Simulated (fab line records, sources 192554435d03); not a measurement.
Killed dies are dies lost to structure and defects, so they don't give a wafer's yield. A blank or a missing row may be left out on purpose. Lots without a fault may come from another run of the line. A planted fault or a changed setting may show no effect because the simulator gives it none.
Chamber matching | flow n5_finfet | N5_BEOL_M14_DEP_53 on pecvd-01: 3 sister chambers
The step deposits SiCN from 3MS/NH3, target thk 50 nm, time 17.8 s. 16 wafers are shown with their chamber, then 8 later ones without.

WAFERS WITH THEIR CHAMBER
wafer  | chamber | throttle_valve_pct (%) | showerhead_plenum_p_Torr (Torr)
L077.2 | 1       | 17.3                   | 4.177
L077.3 | 2       | 18.1                   | 4.148
L077.6 | 2       | 18.2                   | 4.158
L075.1 | 0       | 18.1                   | 4.153
L075.3 | 1       | 17.3                   | 4.173
L075.5 | 2       | 18.2                   | 4.143
L085.3 | 2       | 18.5                   | 4.144
L085.5 | 0       | 18.2                   | 4.157
L085.6 | 2       | 18.6                   | 4.141
L087.3 | 0       | 18.1                   | 4.160
L087.4 | 1       | 17.5                   | 4.177
L087.5 | 0       | 18.3                   | 4.142
L093.2 | 1       | 17.6                   | 4.173
L093.4 | 1       | 17.6                   | 4.178
L093.6 | 2       | 18.5                   | 4.144
L090.1 | 1       | 17.4                   | 4.163

SIGNATURES (means of the wafers above)
reading                  | chamber 0 | chamber 1 | chamber 2 | scatter within a chamber
throttle_valve_pct       | 18.175    | 17.450    | 18.350    | 0.161
showerhead_plenum_p_Torr | 4.15300   | 4.17350   | 4.14633   | 0.00639
Rule: a wafer's distance from a chamber is the root of the sum, over the readings, of the square of ((its reading less the chamber's mean) divided by the reading's scatter). The wafer belongs to the nearest chamber; if the next one is less than 2 further off, it can't be placed. The scatter: the root of (the sum of the squares of (reading less its chamber's mean) over the shown wafers, divided by (wafers less chambers)).

WAFERS WITHOUT THEIR CHAMBER
wafer  | throttle_valve_pct (%) | showerhead_plenum_p_Torr (Torr)
L090.3 | 18.5                   | 4.153
L090.5 | 17.6                   | 4.171
L095.1 | 18.3                   | 4.163
L095.3 | 17.4                   | 4.175
L095.6 | 17.9                   | 4.162
L097.1 | 18.6                   | 4.154
L097.3 | 18.5                   | 4.151
L097.6 | 18.8                   | 4.142

WHICH CHAMBER EACH WENT THROUGH
wafer  | from the rows above          | in truth
L090.3 | can't be placed: 2 or 0      | 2
L090.5 | 1                            | 1
L095.1 | can't be placed: 0 or 2      | 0
L095.3 | 1                            | 1
L095.6 | can't be placed: 0 or 1 or 2 | 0
L097.1 | can't be placed: 2 or 0      | 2
L097.3 | can't be placed: 2 or 0      | 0
L097.6 | can't be placed: 2 or 0      | 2
Placed correctly: 2 of 8. Can't be placed from these rows: 6 (the true chamber is among the candidates in 6). Placed wrongly: 0.
